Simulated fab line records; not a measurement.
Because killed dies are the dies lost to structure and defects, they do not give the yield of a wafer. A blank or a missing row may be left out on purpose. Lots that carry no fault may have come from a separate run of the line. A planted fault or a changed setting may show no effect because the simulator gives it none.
Which of the tools did it? || flow nand harc || 7 lots (21 wafers sampled), 1 step of a 1159-step route

== WHAT EACH GAUGE READ, for each wafer ==
NHARC_P_START_INSPECT_01.
{"lot": "L673", "measured": "day 2 00:02", "on": "defect inspect-01", "raw defect count": "5 4 3"}
{"lot": "L680", "measured": "day 3 18:02", "on": "defect inspect-01", "raw defect count": "7 1 1"}
{"lot": "L684", "measured": "day 4 18:02", "on": "defect inspect-02", "raw defect count": "3 0 2"}
{"lot": "L686", "measured": "day 5 06:02", "on": "defect inspect-02", "raw defect count": "3 3 4"}
{"lot": "L688", "measured": "day 5 18:02", "on": "defect inspect-02", "raw defect count": "4 3 3"}
{"lot": "L690", "measured": "day 6 06:02", "on": "defect inspect-02", "raw defect count": "2 1 4"}
{"lot": "L692", "measured": "day 6 18:02", "on": "defect inspect-01", "raw defect count": "4 1 2"}

== WHAT TOOL EACH LOT RAN ON (gives the tool, then ch and the chambers of the sampled wafers, and finally the start) ==
The record holds no process step before these readings.

== THE ANSWER, worked out from the rows above alone ==
Rule: what is usual is taken from the lots themselves. The widest of any qualifying gaps counts: lots, ordered by their means at a reading, are off when they make up no more than a third of the lots, leave a main group of 4 or more, and stand apart from it by 3 or more times the standard deviation of that group's means. The tables above print the reading to a certain number of digits; a main group whose means all agree to those digits is not used. A lot without any number at a reading at which 4 lots or more have one is off too. The other lots that the step has rows for count as sound.
Nothing can be told from this: no lot is off at any reading shown.

== WHAT THE SIMULATOR HAD INSERTED ==
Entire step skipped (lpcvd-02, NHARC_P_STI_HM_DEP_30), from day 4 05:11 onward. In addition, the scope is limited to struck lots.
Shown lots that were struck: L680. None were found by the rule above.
